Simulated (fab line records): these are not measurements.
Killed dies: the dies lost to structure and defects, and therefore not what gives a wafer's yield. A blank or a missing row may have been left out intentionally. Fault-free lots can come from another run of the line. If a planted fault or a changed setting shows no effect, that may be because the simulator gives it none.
fab line records ; flow n5_finfet
record lots=6; wafers=18; last_day=18
route steps=1938 shown BEOL_M10@1487 PASSIVATION@1936
lots that met no fault: from a run of the same line without faults
start_h: the number of hours between the record's first day and the start of the first shown wafer of the lot ; wait_h: hours elapsed since this lot's preceding step ; " unchanged from the row above ; L1.1+2: one row covering several wafers at once ; - no value, or no start given ; * or withheld: withheld ; < > ~ a bound
route shown NAME@n: NAME is a module with steps in the file, n the number in the route of the first one ; usual: mean and standard deviation over wafers with no fault ; same: alike in all rows ; chamber/n: place in a boat ; sites: per-site readings ; _std_site: standard deviation across them ; _edge_site: outer sites' mean less inner sites' ; radius_mm: for every site, how far away it sits from the centre of the wafer ; mask NAME#n: copy n ; behind: the most recent tool/chamber to have shaped the wafer ; hold: why the lot was held/for how many hours/how that ended ; device: which transistor (n, p or np) failed to switch ; end of line: tests of these same wafers at the route's end ; where a step has no rows: the recipe by itself ; killed: the dies lost at the first sort to structure and to defects; this is not the yield of the wafer ; map: dies across one wafer; x = killed, . = not, _ = none there
set.NAME: setting as actually run; set.NAME@STEP: the setting as run at that earlier step ; model.NAME: the simulator's own value behind a step, which no gauge read
certain route steps with their lots: each step a table, each wafer a row
services: when a tool's chamber went out of use (start_h, in hours from the record's first day, below 0 if earlier), for how many hours, and the reason
## steps
# step N5_BEOL_M10_ETCH_61
# recipe chemistry=CF4; target=SiARC; target_depth_a=390; mask_material=CAR-ArF; time_s=65; ion_energy_ev=80; pressure_mtorr=40; source_w=545; bias_w=36; Ar_flow_sccm=100; cf4_flow_sccm=100; ends=cleared
# usual drypump_motor_current_A=5.7/0.33; etch_rf_on_time_s=63.3/2.1; oes_product_au=0.69/0.069; rf_fwd_power_W=536.7/2.5; rf_vpp_V=184.3/1.1; showerhead_plenum_p_Torr=2.15/0.071; throttle_valve_pct=15.70/0.21
lot.wafer;tool;chamber;start_h;wait_h;drypump_motor_current_A;etch_rf_on_time_s;oes_product_au;rf_fwd_power_W;rf_hours_counter_h;rf_vpp_V;showerhead_plenum_p_Torr;throttle_valve_pct
L921.1;rie_diel-03;1;234.01;0.0;5.4;62.3;0.60;538.2;234;181.9;2.04;15.97
L921.2;rie_diel-03;2;234.01;0.0;5.7;64.1;0.63;533.8;186;182.2;2.06;15.68
L921.5;rie_diel-03;1;234.01;0.0;5.4;62.6;0.60;538.3;-;183.3;2.04;15.96
L923.2;rie_diel-01;2;251.89;0.0;6.2;62.7;0.78;533.9;43;185.1;2.19;15.58
L923.4;rie_diel-01;0;251.89;0.0;6.2;62.9;0.67;535.9;152;184.9;2.16;15.87
L923.6;rie_diel-01;3;251.89;0.0;5.1;64.8;0.77;537.7;-;185.6;2.26;15.32
L931.1;rie_diel-01;1;309.01;0.0;5.9;68.4;0.62;533.4;156;184.4;2.21;15.51
L931.2;rie_diel-01;0;309.01;0.0;6.2;63.0;0.65;536.3;174;184.3;2.15;15.91
L931.4;rie_diel-01;2;309.01;0.0;6.2;62.6;0.75;532.3;-;185.2;2.18;15.64
L935.1;rie_diel-03;1;315.24;0.0;5.4;63.0;0.82;536.0;7;185.2;2.28;15.55
L935.3;rie_diel-03;2;315.24;0.0;5.7;64.9;0.60;532.6;217;183.1;2.05;15.73
L935.5;rie_diel-03;3;315.24;0.0;5.6;62.0;0.68;542.7;-;183.5;2.16;15.56
L943.2;rie_diel-05;2;377.44;0.0;5.8;60.9;0.73;536.4;93;183.6;2.09;15.98
L943.3;rie_diel-05;1;377.44;0.0;5.9;64.4;0.68;536.9;111;184.3;2.18;15.54
L943.6;rie_diel-05;1;377.44;0.0;5.8;65.2;0.67;534.1;-;184.0;2.18;15.54
L942.4;rie_diel-05;3;380.82;0.0;5.3;60.3;0.72;536.2;-;182.8;2.07;15.90
L942.5;rie_diel-05;2;380.82;0.0;5.8;59.9;0.73;539.0;-;182.8;2.09;15.98
L942.6;rie_diel-05;1;380.82;0.0;5.8;64.4;0.68;533.1;-;184.4;2.18;15.53
# step N5_BEOL_M10_ETCH_62
# recipe chemistry=N2/H2; target=SOC; target_depth_a=1100; overetch_a=220; mask_material=SiARC; temp_c=40; time_s=165; ion_energy_ev=200; pressure_mtorr=30; source_w=840; bias_w=150; n2_flow_sccm=200; h2_flow_sccm=200
# usual drypump_motor_current_A=5.7/0.33; h2_flow_sccm=200.0/0.6; oes_product_au=0.67/0.061; rf_fwd_power_W=836.7/2.7; rf_vpp_V=524.1/2.7; showerhead_plenum_p_Torr=2.54/0.089; throttle_valve_pct=17.85/0.25
lot.wafer;tool;chamber;start_h;wait_h;drypump_motor_current_A;h2_flow_sccm;oes_product_au;rf_fwd_power_W;rf_hours_counter_h;rf_vpp_V;showerhead_plenum_p_Torr;throttle_valve_pct
L921.1;rie_diel-03;1;234.06;0.0;5.4;200.3;0.59;834.4;234;519.5;2.37;17.89
L921.2;rie_diel-03;2;234.06;0.0;5.7;199.8;0.62;834.2;186;520.7;2.43;17.94
L921.5;rie_diel-03;1;234.06;0.0;5.4;199.9;0.59;837.9;-;519.7;2.37;17.90
L923.2;rie_diel-01;2;251.94;0.0;6.2;199.8;0.75;837.9;43;524.4;2.57;17.73
L923.4;rie_diel-01;0;251.94;0.0;6.2;199.0;0.65;835.9;152;523.7;2.52;17.86
L923.6;rie_diel-01;3;251.94;0.0;5.1;199.9;0.75;841.2;-;528.0;2.70;17.55
L931.1;rie_diel-01;1;309.06;0.0;5.9;199.3;0.64;834.8;156;526.6;2.64;17.70
L931.2;rie_diel-01;0;309.06;0.0;6.2;199.9;0.64;833.2;174;524.3;2.51;17.86
L931.4;rie_diel-01;2;309.06;0.0;6.2;199.0;0.73;838.1;-;523.4;2.56;17.75
L935.1;rie_diel-03;1;315.29;0.0;5.4;200.1;0.80;838.2;7;528.2;2.68;17.61
L935.3;rie_diel-03;2;315.29;0.0;5.7;200.2;0.61;829.1;217;519.6;2.42;18.00
L935.5;rie_diel-03;3;315.29;0.0;5.6;200.8;0.67;834.6;-;524.5;2.56;17.74
L943.2;rie_diel-05;2;377.49;0.0;5.9;199.1;0.69;840.6;93;520.8;2.48;18.40
L943.3;rie_diel-05;1;377.49;0.0;5.8;200.4;0.68;840.9;111;524.2;2.54;17.44
L943.6;rie_diel-05;1;377.49;0.0;5.8;200.9;0.67;836.3;-;523.1;2.54;17.43
L942.4;rie_diel-05;3;380.91;0.1;5.3;200.9;0.70;842.3;-;522.4;2.45;18.08
L942.5;rie_diel-05;2;380.91;0.1;5.9;199.6;0.70;834.7;-;521.6;2.48;18.39
L942.6;rie_diel-05;1;380.91;0.1;5.8;200.2;0.67;833.9;-;522.8;2.54;17.45
# step N5_BEOL_M10_STRIP_68
# recipe chemistry=N2/H2; temp_c=40; n2_flow_sccm=200; h2_flow_sccm=200; rf_frequency_hz=6e+07
# step N5_BEOL_M10_STRIP_67
# recipe chemistry=CF4; resist=SiARC; power_w=300; bias_power_w=75; pressure_mtorr=50; cf4_flow_sccm=150; rf_frequency_hz=6e+07
# usual drypump_motor_current_A=5.7/0.33; oes_product_au=0.79/0.073; rf_vpp_V=271.2/1.7; showerhead_plenum_p_Torr=1.80/0.056; throttle_valve_pct=13.66/0.23
lot.wafer;tool;chamber;start_h;wait_h;drypump_motor_current_A;oes_product_au;rf_hours_counter_h;rf_vpp_V;showerhead_plenum_p_Torr;throttle_valve_pct
L921.1;rie_diel-03;1;234.20;0.0;5.4;0.69;234;268.3;1.70;13.93
L921.2;rie_diel-03;2;234.20;0.0;5.7;0.73;186;267.9;1.72;13.66
L921.5;rie_diel-03;1;234.20;0.0;5.4;0.69;-;268.3;1.70;13.93
L923.2;rie_diel-01;2;252.09;0.0;6.2;0.89;43;272.5;1.81;13.47
L923.4;rie_diel-01;0;252.09;0.0;6.2;0.77;152;271.6;1.81;13.83
L923.6;rie_diel-01;3;252.09;0.0;5.1;0.90;-;274.2;1.89;13.28
L931.1;rie_diel-01;1;309.20;0.0;5.9;0.75;156;273.6;1.84;13.47
L931.2;rie_diel-01;0;309.20;0.0;6.2;0.75;174;270.3;1.80;13.88
L931.4;rie_diel-01;2;309.20;0.0;6.2;0.86;-;271.6;1.81;13.50
L935.1;rie_diel-03;1;315.44;0.0;5.4;0.95;8;275.2;1.91;13.45
L935.3;rie_diel-03;2;315.44;0.0;5.7;0.71;217;269.9;1.72;13.73
L935.5;rie_diel-03;3;315.44;0.0;5.6;0.78;-;271.3;1.80;13.50
L943.2;rie_diel-05;2;377.64;0.0;5.8;0.82;93;269.9;1.76;13.96
L943.3;rie_diel-05;1;377.64;0.0;5.8;0.80;111;270.6;1.83;13.50
L943.6;rie_diel-05;1;377.64;0.0;5.8;0.79;-;271.0;1.83;13.49
L942.4;rie_diel-05;3;381.00;0.0;5.3;0.81;-;271.6;1.75;13.88
L942.5;rie_diel-05;2;381.00;0.0;5.8;0.82;-;270.4;1.76;13.98
L942.6;rie_diel-05;1;381.00;0.0;5.8;0.80;-;272.0;1.83;13.50
# step N5_BEOL_M10_HM_OPEN_17
# recipe chemistry=Cl2/BCl3; target_depth_a=200; overetch_a=60; target=TiN; mask_material=SOC; ion_energy_ev=150; pressure_mtorr=10; icp_w=1000; bias_w=126; Cl2_flow_sccm=53.25; bcl3_flow_sccm=21.75; Ar_flow_sccm=25
# usual drypump_motor_current_A=5.6/0.54; oes_product_au=0.67/0.09; rf_fwd_power_W=993/3.8; throttle_valve_pct=22.02/0.25
lot.wafer;tool;chamber;start_h;wait_h;drypump_motor_current_A;oes_product_au;rf_fwd_power_W;rf_hours_counter_h;throttle_valve_pct
L921.1;rie_metal-03;0;234.24;0.0;4.7;0.61;992;69;21.99
L921.2;rie_metal-03;1;234.24;0.0;5.8;0.53;992;110;21.69
L921.5;rie_metal-03;1;234.24;0.0;5.8;0.54;996;-;21.66
L923.2;rie_metal-02;1;252.13;0.0;5.4;0.73;998;19;21.91
L923.4;rie_metal-02;1;252.13;0.0;5.4;0.73;998;-;21.91
L923.6;rie_metal-02;1;252.13;0.0;5.4;0.73;996;-;21.91
L931.1;rie_metal-01;1;309.25;0.0;5.8;0.67;995;35;22.21
L931.2;rie_metal-01;0;309.25;0.0;6.4;0.76;992;9;22.11
L931.4;rie_metal-01;0;309.25;0.0;6.4;0.75;996;-;22.10
L935.1;rie_metal-02;1;315.48;0.0;5.4;0.70;992;27;21.91
L935.3;rie_metal-02;0;315.48;0.0;5.7;0.83;991;-;22.14
L935.5;rie_metal-02;1;315.48;0.0;5.4;0.70;996;-;21.91
L943.2;rie_metal-03;0;377.68;0.0;4.7;0.57;999;82;22.06
L943.3;rie_metal-03;0;377.68;0.0;4.7;0.58;996;-;22.04
L943.6;rie_metal-03;1;377.68;0.0;5.8;0.75;995;-;21.41
L942.4;rie_metal-03;1;381.06;0.1;5.8;0.78;990;-;21.39
L942.5;rie_metal-03;0;381.06;0.1;4.7;0.59;991;-;22.06
L942.6;rie_metal-03;1;381.06;0.1;5.8;0.78;990;-;21.39
# step N5_BEOL_M10_STRIP_19
# recipe chemistry=O2; power_w=400; temp_c=40; pressure_mtorr=30; rf_frequency_hz=6e+07; bias_power_w=0; overash_fraction=0.2; o2_flow_sccm=225
# usual drypump_motor_current_A=5.7/0.3; oes_product_au=0.79/0.088; rf_vpp_V=3.6/0.64; showerhead_plenum_p_Torr=2.11/0.082; throttle_valve_pct=16.72/0.2
lot.wafer;tool;chamber;start_h;wait_h;drypump_motor_current_A;oes_product_au;rf_hours_counter_h;rf_vpp_V;showerhead_plenum_p_Torr;throttle_valve_pct
L921.1;rie_diel-05;1;234.35;0.1;5.8;0.86;62;3.5;2.15;16.47
L921.2;rie_diel-05;0;234.35;0.1;5.8;0.74;200;3.1;2.05;16.59
L921.5;rie_diel-05;3;234.35;0.1;5.3;0.90;-;4.3;2.03;16.74
L923.2;rie_diel-05;3;252.30;0.1;5.3;0.90;31;3.1;2.03;16.76
L923.4;rie_diel-05;0;252.30;0.1;5.8;0.74;206;2.8;2.05;16.61
L923.6;rie_diel-05;0;252.30;0.1;5.8;0.74;-;3.2;2.05;16.58
L931.1;rie_diel-01;1;309.36;0.1;5.9;0.73;156;4.2;2.21;16.75
L931.2;rie_diel-01;0;309.36;0.1;6.2;0.74;174;2.6;2.07;16.75
L931.4;rie_diel-01;1;309.36;0.1;5.9;0.74;-;3.0;2.21;16.76
L935.1;rie_diel-01;1;315.64;0.1;6.0;0.74;158;3.0;2.21;16.76
L935.3;rie_diel-01;0;315.64;0.1;6.2;0.74;177;4.0;2.07;16.78
L935.5;rie_diel-01;3;315.64;0.1;5.1;0.86;-;4.4;2.22;16.43
L943.2;rie_diel-01;3;377.82;0.1;5.1;0.84;63;3.2;2.21;16.50
L943.3;rie_diel-01;1;377.82;0.1;5.9;0.72;180;3.3;2.20;16.80
L943.6;rie_diel-01;2;377.82;0.1;6.2;0.85;-;3.4;2.10;16.61
L942.4;rie_diel-03;3;381.14;0.1;5.6;0.76;137;4.4;2.10;16.65
L942.5;rie_diel-03;3;381.14;0.1;5.6;0.76;-;3.9;2.10;16.62
L942.6;rie_diel-03;0;381.14;0.1;5.6;0.99;-;4.2;2.14;16.74
# step N5_BEOL_M10_CD_MEAS_18
# recipe pitch_nm=140; target_cd_nm=70
# usual cd_nm=69.9/0.72
lot.wafer;tool;chamber;start_h;wait_h;cd_nm
L921.1;cd_sem-01;-;234.42;0.0;69.8
L921.2;cd_sem-01;-;234.42;0.0;70.1
L921.5;cd_sem-01;-;234.42;0.0;69.9
L923.2;cd_sem-03;-;252.37;0.1;70.5
L923.4;cd_sem-03;-;252.37;0.1;70.1
L923.6;cd_sem-03;-;252.37;0.1;71.4
L931.1;cd_sem-03;-;309.43;0.0;70.0
L931.2;cd_sem-03;-;309.43;0.0;71.4
L931.4;cd_sem-03;-;309.43;0.0;71.1
L935.1;cd_sem-03;-;315.71;0.0;68.7
L935.3;cd_sem-03;-;315.71;0.0;70.0
L935.5;cd_sem-03;-;315.71;0.0;69.9
L943.2;cd_sem-01;-;377.89;0.1;68.9
L943.3;cd_sem-01;-;377.89;0.1;69.0
L943.6;cd_sem-01;-;377.89;0.1;70.1
L942.4;cd_sem-03;-;381.22;0.1;69.7
L942.5;cd_sem-03;-;381.22;0.1;68.0
L942.6;cd_sem-03;-;381.22;0.1;70.1
# step N5_BEOL_M10_COAT_63
# recipe resist=SOC; temp_c=250; time_s=60; spin_rpm=1500; resist_thk_nm=100
# step N5_BEOL_M10_COAT_64
# recipe resist=SiARC; temp_c=220; time_s=60; spin_rpm=1500; resist_thk_nm=30
# step N5_BEOL_M10_COAT_22
# recipe resist=CAR-ArF; spin_rpm=1500; resist_thk_nm=90
# step N5_BEOL_M10_EBR_24
# recipe solvent=PGMEA; ebr_width_mm=1.5
# step N5_BEOL_M10_SOFTBAKE_23
# recipe temp_c=110; time_s=60; resist=CAR-ArF
# step N5_BEOL_M10_EXPOSE_25
# recipe mask_id=V9; na=1.35; source_shape=annular; sigma_inner=0.5; sigma_outer=0.8; polarization=unpolarized; dose_mj=85.5
# usual exposure_dose_mJ_cm2=85.47/0.093; focus_offset_nm=0.1/0.51
lot.wafer;tool;chamber;start_h;wait_h;mask;exposure_dose_mJ_cm2;focus_offset_nm
L921.1;arfi_scanner-01;0;237.59;-;V9#0;85.47;0.1
L921.2;arfi_scanner-01;0;237.59;-;V9#0;85.41;0.4
L921.5;arfi_scanner-01;0;237.59;-;V9#0;85.49;0.2
L923.2;arfi_scanner-02;0;253.47;-;V9#0;85.57;0.2
L923.4;arfi_scanner-02;0;253.47;-;V9#0;85.73;-0.7
L923.6;arfi_scanner-02;0;253.47;-;V9#0;85.52;-0.4
L931.1;arfi_scanner-02;0;311.31;-;V9#0;78.85;0.1
L931.2;arfi_scanner-02;0;311.31;-;V9#0;78.79;0.4
L931.4;arfi_scanner-02;0;311.31;-;V9#0;78.67;-0.2
L935.1;arfi_scanner-02;0;316.38;-;V9#0;80.15;-0.1
L935.3;arfi_scanner-02;0;316.38;-;V9#0;80.00;-0.1
L935.5;arfi_scanner-02;0;316.38;-;V9#0;79.95;-0.6
L943.2;arfi_scanner-01;0;379.10;-;V9#0;85.39;-0.3
L943.3;arfi_scanner-01;0;379.10;-;V9#0;85.45;-0.3
L943.6;arfi_scanner-01;0;379.10;-;V9#0;85.48;-0.8
L942.4;arfi_scanner-03;0;383.22;-;V9#0;85.45;-0.4
L942.5;arfi_scanner-03;0;383.22;-;V9#0;85.47;-0.4
L942.6;arfi_scanner-03;0;383.22;-;V9#0;85.40;-0.4
# step N5_BEOL_M10_PEB_26
# recipe peb_temp_c=withheld; peb_time_s=60; resist=CAR-ArF
# step N5_BEOL_M10_DEVELOP_27
# recipe develop_time_s=30; developer=TMAH; resist=CAR-ArF; rinse_liquid=diw; dry=air_spin; dev_temp_c=23
# step N5_BEOL_M10_CD_MEAS_28
# recipe target_cd_nm=70; landing_energy_ev=500; detector=se_inlens; polarity=opening
# usual cd_nm=69.2/1.1
lot.wafer;tool;chamber;start_h;wait_h;cd_nm
L921.1;cd_sem-02;0;237.72;-;68.3
L921.2;cd_sem-02;0;237.72;-;71.2
L921.5;cd_sem-02;0;237.72;-;70.6
L923.2;cd_sem-02;0;253.59;-;69.7
L923.4;cd_sem-02;0;253.59;-;67.4
L923.6;cd_sem-02;0;253.59;-;69.4
L931.1;cd_sem-03;0;311.44;-;60.8
L931.2;cd_sem-03;0;311.44;-;63.6
L931.4;cd_sem-03;0;311.44;-;62.2
L935.1;cd_sem-03;0;316.52;-;63.9
L935.3;cd_sem-03;0;316.52;-;65.2
L935.5;cd_sem-03;0;316.52;-;63.4
L943.2;cd_sem-01;0;379.22;-;69.5
L943.3;cd_sem-01;0;379.22;-;69.7
L943.6;cd_sem-01;0;379.22;-;69.8
L942.4;cd_sem-02;0;383.33;-;70.2
L942.5;cd_sem-02;0;383.33;-;68.1
L942.6;cd_sem-02;0;383.33;-;68.0
# step N5_BEOL_M10_OVL_MEAS_29
# recipe points_per_wafer=44
# usual V9_OVL=-0.4/0.78
lot.wafer;tool;chamber;start_h;wait_h;V9_OVL[nm]
L921.1;overlay-02;0;237.75;0.0;-0.4
L921.2;overlay-02;0;237.75;0.0;-0.1
L921.5;overlay-02;0;237.75;0.0;0.1
L923.2;overlay-02;0;253.62;0.0;-1.4
L923.4;overlay-02;0;253.62;0.0;-1.3
L923.6;overlay-02;0;253.62;0.0;-1.8
L931.1;overlay-01;0;311.47;0.0;-0.1
L931.2;overlay-01;0;311.47;0.0;-0.2
L931.4;overlay-01;0;311.47;0.0;-0.4
L935.1;overlay-01;0;316.55;0.0;-0.7
L935.3;overlay-01;0;316.55;0.0;0.0
L935.5;overlay-01;0;316.55;0.0;-0.8
L943.2;overlay-01;0;379.25;0.0;0.9
L943.3;overlay-01;0;379.25;0.0;0.4
L943.6;overlay-01;0;379.25;0.0;0.7
L942.4;overlay-01;0;383.36;0.0;-2.1
L942.5;overlay-01;0;383.36;0.0;-1.4
L942.6;overlay-01;0;383.36;0.0;-2.2
# step N5_PASSIVATION_PROBE_49
# usual defect_limited_yield=90.5/1.7; killed_at_M0_to_M3=37/12; killed_at_M4_up=14/5.2; killed_at_contacts=12/5.9; killed_at_front_end=45/14; killed_at_other=3.5/2.8; killed_dies=112/21; killed_open=73/15; killed_short=36/8.9; sort_bin_5_function=5.6/1.2; sort_bin_6_memory=3.5/0.68; sort_bin_8_speed=0.01/0.1; sort_n_pass=1068/21; sort_yield_pct=90.5/1.8
# same gross_dies=1180; killed_at_back_side=0; sort_bin_4_leakage[%]=0
lot.wafer;tool;chamber;start_h;wait_h;defect_limited_yield[%];killed_at_M0_to_M3;killed_at_M4_up;killed_at_contacts;killed_at_front_end;killed_at_other;killed_dies;killed_open;killed_short;sort_bin_5_function[%];sort_bin_6_memory[%];sort_bin_8_speed[%];sort_n_pass;sort_yield_pct[%]
L931.1;prober-02;-;361.08;0.0;89.6;25;32;9;55;2;123;69;45;6.3;4.0;0;1057;89.6
L931.2;prober-02;-;361.13;0.1;89.8;30;23;11;54;2;120;76;36;6.9;3.1;0;1060;89.8
L931.4;prober-02;-;361.23;0.2;87.6;39;35;15;54;3;146;96;43;7.4;4.5;0;1034;87.6
L935.1;prober-02;-;374.86;0.0;88.8;47;14;9;51;11;132;83;46;6.9;3.8;0;1048;88.8
L935.3;prober-02;-;374.96;0.1;89.7;46;17;21;34;4;122;68;47;5.8;4.2;0.17;1056;89.5
L935.5;prober-02;-;375.06;0.2;85.3;74;21;33;44;2;174;111;60;9.3;4.8;0;1006;85.3
# killed by level:class
L931.1 FIN_SAQP:geometric_particle:open=11 GATE_CUT:geometric_particle:open=10 BEOL_M0_SAQP:geometric_particle:open=10 FIN_SAQP:geometric_particle:short=9 BEOL_M4:geometric_particle:open=9 BEOL_M10:area_expose=8 BEOL_M0_SAQP:geometric_particle:short=7 GATE_CUT:geometric_particle:short=6
L931.2 FIN_SAQP:geometric_particle:open=14 MOL_CONTACT_COAG:geometric_particle:open=10 BEOL_M4:geometric_particle:open=10 GATE_CUT:geometric_particle:short=7 BEOL_M1:geometric_particle:open=6 BEOL_M2:geometric_particle:open=6 FIN_SAQP:geometric_particle:short=4 ILD0:geometric_particle:open=4
L931.4 BEOL_M4:geometric_particle:open=19 MOL_CONTACT_COAG:geometric_particle:open=13 FIN_SAQP:geometric_particle:open=10 STI_FIN_REVEAL:geometric_particle:open=10 GATE_CUT:geometric_particle:short=10 BEOL_M2:geometric_particle:open=9 BEOL_M0_SAQP:geometric_particle:short=8 FIN_SAQP:geometric_particle:short=6
L935.1 BEOL_M3:geometric_particle:open=15 FIN_SAQP:geometric_particle:short=10 STI_FIN_REVEAL:geometric_particle:open=10 DUMMY_GATE:geometric_particle:open=9 MOL_CONTACT_COAG:geometric_particle:open=8 BEOL_M0_SAQP:geometric_particle:short=8 FIN_SAQP:geometric_particle:open=6 GATE_CUT:geometric_particle:short=5
L935.3 MOL_CONTACT_COAG:geometric_particle:open=15 BEOL_M3:geometric_particle:open=10 FIN_SAQP:geometric_particle:short=9 BEOL_M0_SAQP:geometric_particle:short=9 BEOL_M0_SAQP:geometric_particle:open=8 BEOL_M4:geometric_particle:open=7 STI_FIN_REVEAL:geometric_particle:open=5 MOL_CONTACT_COAG:geometric_particle:short=5
L935.5 MOL_CONTACT_COAG:geometric_particle:open=23 BEOL_M0_SAQP:geometric_particle:short=20 BEOL_M1:geometric_particle:open=16 BEOL_M3:geometric_particle:open=15 BEOL_M0_SAQP:geometric_particle:open=14 FIN_SAQP:geometric_particle:short=13 FIN_SAQP:geometric_particle:open=10 MOL_CONTACT_COAG:geometric_particle:short=10
## services
tool;chamber;start_h;hours;kind
arfi_scanner-02;-;222.19;3.1;pm
arfi_scanner-02;-;229.32;3.9;pm
arfi_scanner-01;-;238.31;1.0;pm
arfi_scanner-02;-;243.55;1.0;pm
arfi_scanner-01;-;249.29;1.3;pm
rie_diel-03;-;253.52;0.4;repair
arfi_scanner-02;-;259.33;1.0;pm
rie_diel-05;0;265.47;8.7;repair
arfi_scanner-02;-;270.06;1.3;pm
rie_diel-05;2;279.25;2.4;repair
rie_diel-05;0;287.52;1.8;repair
rie_diel-01;3;288.67;23.6;repair
rie_diel-05;1;290.79;6.3;repair
rie_diel-03;0;293.22;10.1;repair
rie_diel-01;0;317.16;9.8;repair
rie_diel-05;1;317.84;8.7;repair
rie_diel-03;0;336.21;4.9;repair
arfi_scanner-02;-;338.80;4.9;pm
arfi_scanner-01;-;342.36;1.0;pm
rie_diel-01;-;349.21;14.6;pm
arfi_scanner-02;-;352.01;0.8;pm
rie_diel-03;3;359.58;7.1;repair
arfi_scanner-02;-;366.22;0.8;repair
rie_diel-01;0;372.32;7.8;repair
## key
first_sign step=N5_BEOL_M10_EXPOSE_25; reading=exposure_dose_mJ_cm2; direction=down; sigmas=65; usual=85.47; struck=79.40
effect step=N5_BEOL_M10_CD_MEAS_28; reading=cd_nm; direction=down; sigmas=5.3; usual=69.2; struck=63.2; through=control_loop
met_at N5_BEOL_M10_EXPOSE_25
struck_wafers L931.1,L931.2,L931.4,L935.1,L935.3,L935.5
loop_trim step=N5_BEOL_M10_EXPOSE_25; setting=dose; lots=L935
onset_between 253.47 311.31
fault kind=process_parameter_drift; tool=arfi_scanner-02; chamber=-; onset_h=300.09; steps=N5_BEOL_M10_EXPOSE_25; channel=dose_mj; offset=-6.7684; shape=step; acts_in=these_recipes_only; stated=85.5
# loop_trim: a control loop set the setting to another value than it would have without faults
